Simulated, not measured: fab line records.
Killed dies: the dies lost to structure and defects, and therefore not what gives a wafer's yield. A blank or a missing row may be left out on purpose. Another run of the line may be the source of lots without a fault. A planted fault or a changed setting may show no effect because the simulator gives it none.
Which tool did it?	flow n5 finfet	24 lots with 72 wafers sampled at 6 steps, on a route of 1938 steps

WHAT THE GAUGES SHOWED, per wafer
N5_BEOL_M11_OVL_MEAS_12. Usual: M11_OVL 0.1 nm, standard deviation 0.78.
lot	measured	on	M11_OVL (nm)	flag
L074	day 10 03:14	overlay-02	0.5 -0.4 0.2	
L075	day 10 09:42	overlay-02	1.1 0.6 -0.7	
L076	day 10 11:44	overlay-01	1.3 1.2 1.0	
L078	day 10 15:34	overlay-02	0.5 -1.4 -0.3	
L077	day 10 19:46	overlay-02	-0.4 0.3 1.0	
L079	day 11 14:19	overlay-02	0.5 -0.2 0.6	
L080	day 12 00:45	overlay-01	-0.3 -0.9 -1.2	
L083	day 12 12:31	overlay-02	0.6 0.8 1.4	
L084	day 12 13:24	overlay-01	0.6 0.7 0.2	
L081	day 12 17:47	overlay-02	1.5 0.8 0.9	
L082	day 12 17:59	overlay-02	0.4 0.2 1.3	
L087	day 12 18:23	overlay-01	0.7 0.1 -0.5	
L085	day 12 21:11	overlay-01	-0.1 -1.2 -1.4	
L086	day 12 21:39	overlay-01	-0.1 -0.9 -1.8	
L090	day 14 03:55	overlay-01	0.1 -1.2 -1.1	
L089	day 14 06:43	overlay-02	0.1 1.6 0.1	
L088	day 14 06:48	overlay-01	-0.4 0.6 0.1	
L091	day 14 19:01	overlay-01	-0.4 0.1 -0.7	
L092	day 14 17:58	overlay-01	-0.4 -1.0 0.4	
L093	day 15 04:45	overlay-01	0.8 0.0 1.9	
L095	day 15 09:11	overlay-01	-0.8 -0.7 -0.4	
L094	day 15 15:56	overlay-02	0.7 0.9 0.9	
L097	day 16 02:22	overlay-02	0.1 0.5 0.1	
L096	day 16 17:26	overlay-02	0.7 0.6 0.6	

N5_BEOL_M12_THK_MEAS_01. Usual: M12_ILD_THK 659 nm, standard deviation 7.7.
lot	measured	on	M12_ILD_THK (nm)	flag
L074	day 10 09:32	film metro-01	655 647 668	
L075	day 10 15:37	film metro-02	654 666 659	
L076	day 10 20:05	film metro-02	660 647 663	
L078	day 10 21:51	film metro-01	652 661 662	
L077	day 11 07:29	film metro-01	648 664 667	
L079	day 12 06:25	film metro-01	656 663 666	
L080	day 12 06:57	film metro-01	654 665 661	
L083	day 12 19:49	film metro-02	649 660 666	
L084	day 12 20:07	film metro-02	654 654 656	
L081	day 13 00:49	film metro-01	644 646 659	
L082	day 12 23:37	film metro-02	663 665 663	
L087	day 13 00:32	film metro-01	651 656 674	
L085	day 13 01:53	film metro-01	657 670 668	
L086	day 13 01:58	film metro-01	643 652 647	
L090	day 14 08:25	film metro-01	652 661 659	
L089	day 14 16:49	film metro-01	652 646 661	
L088	day 14 16:11	film metro-02	654 657 660	
L091	day 15 02:08	film metro-01	649 657 657	
L092	day 15 01:44	film metro-02	652 659 669	
L093	day 15 10:58	film metro-01	658 660 660	
L095	day 15 13:47	film metro-02	657 670 669	
L094	day 15 23:44	film metro-01	652 660 664	
L097	day 16 07:26	film metro-02	656 658 666	
L096	day 16 23:33	film metro-02	653 669 663	

N5_BEOL_M12_OVL_MEAS_11. Usual: V11_OVL 1 nm, standard deviation 5.3.
lot	measured	on	V11_OVL (nm)	flag
L074	day 10 09:52	overlay-02	6 0 -6	
L075	day 10 15:57	overlay-01	2 0 -4	
L076	day 10 20:33	overlay-02	11 8 7	
L078	day 10 22:19	overlay-01	7 -2 6	
L077	day 11 07:49	overlay-01	-6 -6 -1	
L079	day 12 06:52	overlay-01	2 1 7	
L080	day 12 07:25	overlay-01	4 9 3	
L083	day 12 20:16	overlay-01	-1 -1 -2	
L084	day 12 20:35	overlay-01	-5 -5 4	
L081	day 13 01:08	overlay-01	-5 -6 -7	
L082	day 12 23:56	overlay-01	0 -2 -9	
L087	day 13 00:52	overlay-01	7 -1 5	
L085	day 13 02:14	overlay-02	5 4 3	
L086	day 13 02:18	overlay-02	-6 -2 -2	
L090	day 14 08:45	overlay-01	1 6 10	
L089	day 14 17:10	overlay-01	4 -11 3	
L088	day 14 16:31	overlay-01	3 2 6	
L091	day 15 02:36	overlay-02	11 2 -1	
L092	day 15 02:05	overlay-01	-1 -1 -5	
L093	day 15 11:18	overlay-01	-3 -7 5	
L095	day 15 17:08	overlay-02	-7 -10 0	
L094	day 16 00:12	overlay-02	4 2 4	
L097	day 16 07:47	overlay-02	-3 4 -3	
L096	day 16 23:53	overlay-02	-1 4 -1	

EACH LOT AND THE TOOL THAT RAN IT (in order: tool; ch and the chambers of the sampled wafers; start)
lot	N5_BEOL_M10_ETCH_62	N5_BEOL_M11_VIA_ETCH_34	N5_BEOL_M11_DEP_56
L074	rie diel-02 ch 2,3, day 9 20:18	rie diel-03 ch 2,3, day 10 05:52	pecvd-04 ch 0,1, day 10 09:16
L075	rie diel-06 ch 0,2, day 10 02:23	rie diel-03 ch 1,2,3, day 10 12:12	pecvd-03 ch 0,2, day 10 15:22
L076	rie diel-05 ch 0,1,2, day 10 03:42	rie diel-03 ch 2,3, day 10 14:30	pecvd-04 ch 0,2, day 10 19:50
L078	rie diel-06 ch 0,1,3, day 10 08:14	rie diel-01 ch 1,2,3, day 10 18:16	pecvd-04 ch 0,1, day 10 21:35
L077	rie diel-06 ch 1,2,3, day 10 11:26	rie diel-04 ch 1,2,3, day 11 02:22	pecvd-04 ch 0,1,2, day 11 07:14
L079	rie diel-02 ch 0,1,2, day 11 07:01	rie diel-04 ch 1,3, day 12 02:44	pecvd-03 ch 0,1,2, day 12 06:09
L080	rie diel-06 ch 0,2,3, day 11 18:11	rie diel-01 ch 0,1,2, day 12 02:50	pecvd-04 ch 0,1,2, day 12 06:41
L083	rie diel-06 ch 0,3, day 12 06:26	rie diel-01 ch 1,2, day 12 16:44	pecvd-04 ch 1,2, day 12 19:34
L084	rie diel-06 ch 1,2,3, day 12 06:41	rie diel-03 ch 1,2,3, day 12 16:47	pecvd-01 ch 0,2, day 12 19:50
L081	rie diel-02 ch 1,2,3, day 12 06:44	rie diel-03 ch 0,2, day 12 20:31	pecvd-01 ch 0,1,2, day 13 00:33
L082	rie diel-02 ch 0,1,2, day 12 08:46	rie diel-04 ch 1,2, day 12 20:10	pecvd-01 ch 0,2, day 12 23:20
L087	rie diel-02 ch 1,3, day 12 09:48	rie diel-01 ch 2,3, day 12 20:28	pecvd-03 ch 0,2, day 13 00:17
L085	rie diel-02 ch 2,3, day 12 12:20	rie diel-01 ch 0,1,3, day 12 22:48	pecvd-01 ch 1,2, day 13 01:38
L086	rie diel-02 ch 0,2,3, day 12 13:20	rie diel-04 ch 1,2,3, day 12 23:01	pecvd-04 ch 0,1,2, day 13 01:43
L090	rie diel-05 ch 0,1, day 13 22:26	rie diel-01 ch 0,3, day 14 05:48	pecvd-01 ch 1,2, day 14 08:10
L089	rie diel-06 ch 0,1, day 13 22:47	rie diel-01 ch 0,3, day 14 13:41	pecvd-01 ch 0,1, day 14 16:34
L088	rie diel-06 ch 1,2, day 13 23:05	rie diel-03 ch 0,1,3, day 14 13:37	pecvd-03 ch 1,2, day 14 15:56
L091	rie diel-06 ch 0,1,3, day 14 11:28	rie diel-01 ch 1,3, day 14 21:50	pecvd-03 ch 0,2, day 15 01:52
L092	rie diel-05 ch 0,1,2, day 14 11:43	rie diel-03 ch 1,2,3, day 14 21:47	pecvd-03 ch 0,1,2, day 15 01:29
L093	rie diel-06 ch 0,2,3, day 14 18:16	rie diel-01 ch 1,2,3, day 15 08:01	pecvd-04 ch 1,2, day 15 10:43
L095	rie diel-02 ch 0,2, day 15 02:18	rie diel-01 ch 0,3, day 15 10:53	pecvd-03 ch 1,2, day 15 13:32
L094	rie diel-06 ch 0,1, day 15 08:04	rie diel-01 ch 0,3, day 15 20:44	pecvd-04 ch 0,2, day 15 23:29
L097	rie diel-02 ch 0,2,3, day 15 16:11	rie diel-01 ch 0,1,2, day 16 03:38	pecvd-03 ch 0,1,2, day 16 07:11
L096	rie diel-06 ch 0,1, day 16 09:50	rie diel-03 ch 1,2,3, day 16 20:19	pecvd-03 ch 1,2, day 16 23:17
- N5_BEOL_M10_ETCH_62: etches SOC in N2/H2, target depth 110 nm, overetch 22 nm, time 165 s.
- N5_BEOL_M11_VIA_ETCH_34: etches SiCOH lowk in C4F6/O2, target depth 184.5 nm, time 69.2 s.
- N5_BEOL_M11_DEP_56: deposits SiCN from 3MS/NH3, target thk 30 nm, time 10.5 s.

AS READ BY THE TOOLS THEMSELVES (means over the sampled wafers that have a number; for cases with no such wafer, the mark the record gives instead)
N5_BEOL_M10_ETCH_62. Usual: drypump motor current A 5.9 A, standard deviation 0.35; oes product au 0.66 a.u., standard deviation 0.072; rf vpp V 522.3 V, standard deviation 2.3; showerhead plenum p Torr 2.48 Torr, standard deviation 0.08; throttle valve pct 17.9 %, standard deviation 0.3.
lot	tool	drypump motor current A (A)	oes product au (a.u.)	rf vpp V (V)	showerhead plenum p Torr (Torr)	throttle valve pct (%)	flag
L074	rie diel-02	6.1	0.61	522.7	2.49	18.4	
L075	rie diel-06	5.8	0.77	521.9	2.48	17.6	
L076	rie diel-05	5.7	0.74	522.8	2.52	17.7	
L078	rie diel-06	6.0	0.67	522.4	2.48	17.9	
L077	rie diel-06	6.0	0.68	522.0	2.48	17.8	
L079	rie diel-02	5.7	0.61	522.2	2.48	18.1	
L080	rie diel-06	6.0	0.71	521.4	2.46	17.6	
L083	rie diel-06	6.1	0.66	521.1	2.45	17.9	
L084	rie diel-06	6.0	0.66	523.1	2.48	17.8	
L081	rie diel-02	5.8	0.60	523.0	2.48	18.2	
L082	rie diel-02	5.7	0.60	522.2	2.48	18.1	
L087	rie diel-02	5.4	0.59	519.5	2.41	18.1	
L085	rie diel-02	6.1	0.59	522.4	2.48	18.4	
L086	rie diel-02	6.1	0.60	521.8	2.47	18.3	
L090	rie diel-05	5.3	0.70	522.7	2.47	17.8	
L089	rie diel-06	5.8	0.68	522.7	2.49	17.9	
L088	rie diel-06	5.9	0.69	522.2	2.49	17.7	
L091	rie diel-06	6.0	0.64	521.8	2.47	18.0	
L092	rie diel-05	5.6	0.70	522.3	2.51	17.8	
L093	rie diel-06	6.0	0.68	521.5	2.45	17.7	
L095	rie diel-02	6.1	0.67	526.6	2.64	18.1	
L094	rie diel-06	5.9	0.68	522.3	2.49	18.0	
L097	rie diel-02	6.1	0.74	526.7	2.68	18.0	
L096	rie diel-06	5.9	0.63	522.6	2.50	18.1	

N5_BEOL_M11_VIA_ETCH_34. Usual: drypump motor current A 5.5 A, standard deviation 0.43; oes_o_777_au 0.83 a.u., standard deviation 0.056; oes product au 0.83 a.u., standard deviation 0.058; rf vpp V 667 V, standard deviation 5.7; showerhead plenum p Torr 2.90 Torr, standard deviation 0.096; throttle valve pct 20.87 %, standard deviation 0.22.
lot	tool	drypump motor current A (A)	oes_o_777_au (a.u.)	oes product au (a.u.)	rf vpp V (V)	showerhead plenum p Torr (Torr)	throttle valve pct (%)	flag
L074	rie diel-03	5.0	0.83	0.84	664	2.84	21.11	
L075	rie diel-03	5.4	0.84	0.83	662	2.88	21.03	
L076	rie diel-03	5.0	0.82	0.83	663	2.83	21.13	
L078	rie diel-01	5.6	0.88	0.89	670	2.90	20.68	
L077	rie diel-04	6.0	0.74	0.73	664	2.80	20.92	
L079	rie diel-04	6.2	0.74	0.73	664	2.72	20.88	
L080	rie diel-01	5.5	0.86	0.86	668	2.93	20.71	
L083	rie diel-01	5.8	0.85	0.85	671	2.93	20.55	
L084	rie diel-03	5.3	0.82	0.81	661	2.87	21.06	
L081	rie diel-03	5.3	0.85	0.83	661	2.99	21.09	
L082	rie diel-04	5.7	0.86	0.86	669	2.81	20.65	
L087	rie diel-01	5.5	0.88	0.89	667	2.83	20.83	
L085	rie diel-01	5.5	0.82	0.82	673	2.95	20.76	
L086	rie diel-04	6.0	0.83	0.82	664	2.79	20.79	
L090	rie diel-01	5.3	0.81	0.81	671	2.91	20.92	
L089	rie diel-01	5.3	0.81	0.82	672	2.91	20.93	
L088	rie diel-03	5.3	0.83	0.83	664	2.89	20.97	
L091	rie diel-01	5.6	0.81	0.81	673	2.91	20.77	
L092	rie diel-03	5.4	0.80	0.79	661	2.86	21.09	
L093	rie diel-01	5.6	0.82	0.83	670	2.88	20.73	
L095	rie diel-01	5.2	0.80	0.80	671	2.94	20.97	
L094	rie diel-01	5.2	0.80	0.79	670	2.94	20.96	
L097	rie diel-01	5.6	0.82	0.82	668	2.92	20.75	
L096	rie diel-03	5.3	0.79	0.78	661	2.86	21.11	

N5_BEOL_M11_DEP_56. Usual: showerhead plenum p Torr 4.161 Torr, standard deviation 0.021; throttle valve pct 18.4 %, standard deviation 0.79.
lot	tool	showerhead plenum p Torr (Torr)	throttle valve pct (%)	flag
L074	pecvd-04	4.155	18.9	
L075	pecvd-03	4.142	18.1	
L076	pecvd-04	4.170	17.9	
L078	pecvd-04	4.156	18.8	
L077	pecvd-04	4.159	18.1	
L079	pecvd-03	4.172	18.2	
L080	pecvd-04	4.162	18.1	
L083	pecvd-04	4.149	18.3	
L084	pecvd-01	4.158	18.3	
L081	pecvd-01	4.164	19.0	
L082	pecvd-01	4.166	18.3	
L087	pecvd-03	4.153	18.2	
L085	pecvd-01	4.166	18.2	
L086	pecvd-04	4.163	18.3	
L090	pecvd-01	4.159	18.1	
L089	pecvd-01	4.145	19.5	
L088	pecvd-03	4.177	18.0	
L091	pecvd-03	4.148	18.4	
L092	pecvd-03	4.166	18.2	
L093	pecvd-04	4.168	17.7	
L095	pecvd-03	4.161	18.3	
L094	pecvd-04	4.168	18.5	
L097	pecvd-03	4.163	18.3	
L096	pecvd-03	4.154	18.6	

THE ANSWER, worked out from the rows above alone
Rule: a lot is off if the mean of its wafers that have a number lies more than 3 standard deviations from the usual mean. A lot without any number at a reading at which 4 lots or more have one is off too. Where the step has rows for the other lots, those lots are counted as sound. First the gauges in route order, then the tools' own readings, where a lot's mean is used as printed above. The first step at which some lot is off is used, and at that step the reading that is off furthest; a lot without a number counts as furthest.
None of the lots is off at any reading shown; this tells nothing.

WHAT THE SIMULATOR PUT IN
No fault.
